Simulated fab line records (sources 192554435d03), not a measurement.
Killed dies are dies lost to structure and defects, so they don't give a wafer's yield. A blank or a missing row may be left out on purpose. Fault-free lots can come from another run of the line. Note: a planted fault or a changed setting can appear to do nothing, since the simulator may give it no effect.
Split-lot study :: flow n5 finfet :: route with 1938 steps; 7 lots, 39 wafers read

ON THE SPLIT
At N5_BEOL_M8_DESCUM_33 (chemistry O2, time 7 s), the setting time s was moved away from the recipe's 7 s on 18 of the 39 wafers read, by -36.9% to +27.8%. For the rest of the wafers, this setting stayed at what the recipe calls for.

Between the split and the reading, the file records no step.

THE READING
CAR-EUV_of_BEOL_M8_COAT_22.thk nm (the simulator's own value, which no gauge read), in nm, at N5_BEOL_M8_ETCH_72 (etches underlayer in N2/H2, target depth 6.5 nm, time 5.2 s). There is no usual value for it anywhere in the file. Average 20.2 nm, standard deviation 0.085 nm, over the 21 wafers here run with the recipe.

wafer: L075.1
tool, chamber at the split: rie diel-01, 2,1,3
time s as run, s: 8.947
against the recipe: +27.8%
CAR-EUV_of_BEOL_M8_COAT_22.thk nm, nm: 19.2
against lot-mates on the recipe: -1.0

wafer: L075.2
tool, chamber at the split: rie diel-01, 2,1,3
time s as run, s: 8.947
against the recipe: +27.8%
CAR-EUV_of_BEOL_M8_COAT_22.thk nm, nm: 19.2
against lot-mates on the recipe: -1.0

wafer: L075.4
tool, chamber at the split: rie diel-01, 2,1,3
time s as run, s: 8.947
against the recipe: +27.8%
CAR-EUV_of_BEOL_M8_COAT_22.thk nm, nm: 19.2
against lot-mates on the recipe: -1.0

wafer: L075.3
tool, chamber at the split: rie diel-01, 0,2,3
time s as run, s: 7
against the recipe: recipe
CAR-EUV_of_BEOL_M8_COAT_22.thk nm, nm: 20.2
against lot-mates on the recipe: -

wafer: L075.5
tool, chamber at the split: rie diel-01, 0,2,3
time s as run, s: 7
against the recipe: recipe
CAR-EUV_of_BEOL_M8_COAT_22.thk nm, nm: 20.2
against lot-mates on the recipe: -

wafer: L075.6
tool, chamber at the split: rie diel-01, 0,2,3
time s as run, s: 7
against the recipe: recipe
CAR-EUV_of_BEOL_M8_COAT_22.thk nm, nm: 20.2
against lot-mates on the recipe: -

wafer: L077.1
tool, chamber at the split: rie diel-06, 1,3
time s as run, s: 7
against the recipe: recipe
CAR-EUV_of_BEOL_M8_COAT_22.thk nm, nm: 20.2
against lot-mates on the recipe: -

wafer: L077.4
tool, chamber at the split: rie diel-06, 3
time s as run, s: 7
against the recipe: recipe
CAR-EUV_of_BEOL_M8_COAT_22.thk nm, nm: 20.2
against lot-mates on the recipe: -

wafer: L077.6
tool, chamber at the split: rie diel-06, 1,3
time s as run, s: 7
against the recipe: recipe
CAR-EUV_of_BEOL_M8_COAT_22.thk nm, nm: 20.2
against lot-mates on the recipe: -

wafer: L077.2
tool, chamber at the split: rie diel-06, 0,2,2
time s as run, s: 4.417
against the recipe: -36.9%
CAR-EUV_of_BEOL_M8_COAT_22.thk nm, nm: 21.6
against lot-mates on the recipe: +1.4

wafer: L077.3
tool, chamber at the split: rie diel-06, 0,2,2
time s as run, s: 4.417
against the recipe: -36.9%
CAR-EUV_of_BEOL_M8_COAT_22.thk nm, nm: 21.6
against lot-mates on the recipe: +1.4

wafer: L077.5
tool, chamber at the split: rie diel-06, 0,2,2
time s as run, s: 4.417
against the recipe: -36.9%
CAR-EUV_of_BEOL_M8_COAT_22.thk nm, nm: 21.6
against lot-mates on the recipe: +1.4

wafer: L080.2
tool, chamber at the split: rie diel-03, 2
time s as run, s: 7
against the recipe: recipe
CAR-EUV_of_BEOL_M8_COAT_22.thk nm, nm: 20.4
against lot-mates on the recipe: -

wafer: L080.6
tool, chamber at the split: rie diel-03, 3,2
time s as run, s: 7
against the recipe: recipe
CAR-EUV_of_BEOL_M8_COAT_22.thk nm, nm: 20.4
against lot-mates on the recipe: -

wafer: L080.5
tool, chamber at the split: rie diel-03, 3,2
time s as run, s: 7
against the recipe: recipe
CAR-EUV_of_BEOL_M8_COAT_22.thk nm, nm: 20.2
against lot-mates on the recipe: -

wafer: L082.1
tool, chamber at the split: rie diel-03, 3
time s as run, s: 8.595
against the recipe: +22.8%
CAR-EUV_of_BEOL_M8_COAT_22.thk nm, nm: 19.4
against lot-mates on the recipe: -0.9

wafer: L082.2
tool, chamber at the split: rie diel-03, 2,1,3
time s as run, s: 7
against the recipe: recipe
CAR-EUV_of_BEOL_M8_COAT_22.thk nm, nm: 20.2
against lot-mates on the recipe: -

wafer: L082.6
tool, chamber at the split: rie diel-03, 2,1,3
time s as run, s: 7
against the recipe: recipe
CAR-EUV_of_BEOL_M8_COAT_22.thk nm, nm: 20.2
against lot-mates on the recipe: -

wafer: L082.3
tool, chamber at the split: rie diel-03, 2,1,3
time s as run, s: 7
against the recipe: recipe
CAR-EUV_of_BEOL_M8_COAT_22.thk nm, nm: 20.4
against lot-mates on the recipe: -

wafer: L082.4
tool, chamber at the split: rie diel-03, 0
time s as run, s: 8.595
against the recipe: +22.8%
CAR-EUV_of_BEOL_M8_COAT_22.thk nm, nm: 19.6
against lot-mates on the recipe: -0.7

wafer: L082.5
tool, chamber at the split: rie diel-03, 0
time s as run, s: 8.595
against the recipe: +22.8%
CAR-EUV_of_BEOL_M8_COAT_22.thk nm, nm: 19.6
against lot-mates on the recipe: -0.7

wafer: L084.1
tool, chamber at the split: rie diel-06, 0,2,0
time s as run, s: 5.132
against the recipe: -26.7%
CAR-EUV_of_BEOL_M8_COAT_22.thk nm, nm: 21.2
against lot-mates on the recipe: +1.0

wafer: L084.4
tool, chamber at the split: rie diel-06, 0,2,0
time s as run, s: 5.132
against the recipe: -26.7%
CAR-EUV_of_BEOL_M8_COAT_22.thk nm, nm: 21.2
against lot-mates on the recipe: +1.0

wafer: L084.2
tool, chamber at the split: rie diel-06, 3,1,1
time s as run, s: 7
against the recipe: recipe
CAR-EUV_of_BEOL_M8_COAT_22.thk nm, nm: 20.2
against lot-mates on the recipe: -

wafer: L084.3
tool, chamber at the split: rie diel-06, 3,1,1
time s as run, s: 7
against the recipe: recipe
CAR-EUV_of_BEOL_M8_COAT_22.thk nm, nm: 20.2
against lot-mates on the recipe: -

wafer: L084.6
tool, chamber at the split: rie diel-06, 3,1,1
time s as run, s: 7
against the recipe: recipe
CAR-EUV_of_BEOL_M8_COAT_22.thk nm, nm: 20.2
against lot-mates on the recipe: -

wafer: L084.5
tool, chamber at the split: rie diel-06, 0,2,0
time s as run, s: 5.132
against the recipe: -26.7%
CAR-EUV_of_BEOL_M8_COAT_22.thk nm, nm: 21.4
against lot-mates on the recipe: +1.2

wafer: L086.1
tool, chamber at the split: rie diel-06, 1,2,3
time s as run, s: 5.406
against the recipe: -22.8%
CAR-EUV_of_BEOL_M8_COAT_22.thk nm, nm: 21.2
against lot-mates on the recipe: +0.9

wafer: L086.2
tool, chamber at the split: rie diel-06, 1,2,3
time s as run, s: 5.406
against the recipe: -22.8%
CAR-EUV_of_BEOL_M8_COAT_22.thk nm, nm: 21.2
against lot-mates on the recipe: +0.9

wafer: L086.3
tool, chamber at the split: rie diel-06, 0,3,0
time s as run, s: 7
against the recipe: recipe
CAR-EUV_of_BEOL_M8_COAT_22.thk nm, nm: 20.4
against lot-mates on the recipe: -

wafer: L086.5
tool, chamber at the split: rie diel-06, 0,3,0
time s as run, s: 7
against the recipe: recipe
CAR-EUV_of_BEOL_M8_COAT_22.thk nm, nm: 20.4
against lot-mates on the recipe: -

wafer: L086.4
tool, chamber at the split: rie diel-06, 0,3,0
time s as run, s: 7
against the recipe: recipe
CAR-EUV_of_BEOL_M8_COAT_22.thk nm, nm: 20.2
against lot-mates on the recipe: -

wafer: L086.6
tool, chamber at the split: rie diel-06, 1,2,3
time s as run, s: 5.406
against the recipe: -22.8%
CAR-EUV_of_BEOL_M8_COAT_22.thk nm, nm: 21
against lot-mates on the recipe: +0.7

wafer: L091.1
tool, chamber at the split: rie diel-06, 2,3,2
time s as run, s: 5.324
against the recipe: -23.9%
CAR-EUV_of_BEOL_M8_COAT_22.thk nm, nm: 21
against lot-mates on the recipe: +0.8

wafer: L091.3
tool, chamber at the split: rie diel-06, 2,3,2
time s as run, s: 5.324
against the recipe: -23.9%
CAR-EUV_of_BEOL_M8_COAT_22.thk nm, nm: 21
against lot-mates on the recipe: +0.8

wafer: L091.6
tool, chamber at the split: rie diel-06, 2,3,2
time s as run, s: 5.324
against the recipe: -23.9%
CAR-EUV_of_BEOL_M8_COAT_22.thk nm, nm: 21
against lot-mates on the recipe: +0.8

wafer: L091.2
tool, chamber at the split: rie diel-06, 1
time s as run, s: 7
against the recipe: recipe
CAR-EUV_of_BEOL_M8_COAT_22.thk nm, nm: 20.2
against lot-mates on the recipe: -

wafer: L091.4
tool, chamber at the split: rie diel-06, 0
time s as run, s: 7
against the recipe: recipe
CAR-EUV_of_BEOL_M8_COAT_22.thk nm, nm: 20.2
against lot-mates on the recipe: -

wafer: L091.5
tool, chamber at the split: rie diel-06, 1
time s as run, s: 7
against the recipe: recipe
CAR-EUV_of_BEOL_M8_COAT_22.thk nm, nm: 20.2
against lot-mates on the recipe: -
Where a row lists several chambers, the file gives one row for several wafers and doesn't say which wafer went through which chamber.

FIT RESULTS
A straight line over all 39 wafers: CAR-EUV_of_BEOL_M8_COAT_22.thk nm changes by -0.0359 nm for each +1% of time s; r = -0.99; the points scatter about the line by 0.095 nm.
The same after taking each lot's own level away (the mean of its wafers on the recipe; 39 wafers): -0.0362 nm for each +1%; r = -0.99; scatter 0.08 nm.
On that fit, the largest move of time s shifts the reading by 1.3 nm.
The lots' own levels span 20.20 to 20.33 nm, that is 1.6 times the standard deviation above.
Hence the lot-to-lot level has little effect on the slope; both slopes agree.
Check: +1.34 nm against its lot-mates is what the line predicts for one of the wafers moved furthest among these (-36.9%) when that wafer is left out of the fit. It came out at +1.4 nm against them.

THESE WAFERS: OTHER SPLITS
These wafers also went through other splits before the reading. Each is held against what the fit with the lots' levels taken away leaves over:
other split on the same wafers: N5_BEOL_M7_TRENCH_ETCH_37 time s
wafers away from the commonest value: 12
r with CAR-EUV_of_BEOL_M8_COAT_22.thk nm (lot level and that fit taken away): +0.15

THE WHOLE CHAIN: every reading that the file lists as answering this split, in the file's order
step: N5_BEOL_M8_DESCUM_33
what it does: chemistry O2, time 7 s
reading: CAR-EUV_of_BEOL_M8_COAT_22.thk nm (the simulator's own value, which no gauge read)
change (the file's fit): -0.0352 nm for each +1% of the setting
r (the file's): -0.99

step: N5_BEOL_M8_ETCH_72
what it does: etches underlayer in N2/H2, target depth 6.5 nm, time 5.2 s
reading: CAR-EUV_of_BEOL_M8_COAT_22.thk nm (the simulator's own value, which no gauge read)
change (the file's fit): -0.0363 nm for each +1% of the setting
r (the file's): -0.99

THE FILE'S OWN FIT
CAR-EUV_of_BEOL_M8_COAT_22.thk nm changes by -0.0363 nm for each +1% of time s, r = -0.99.
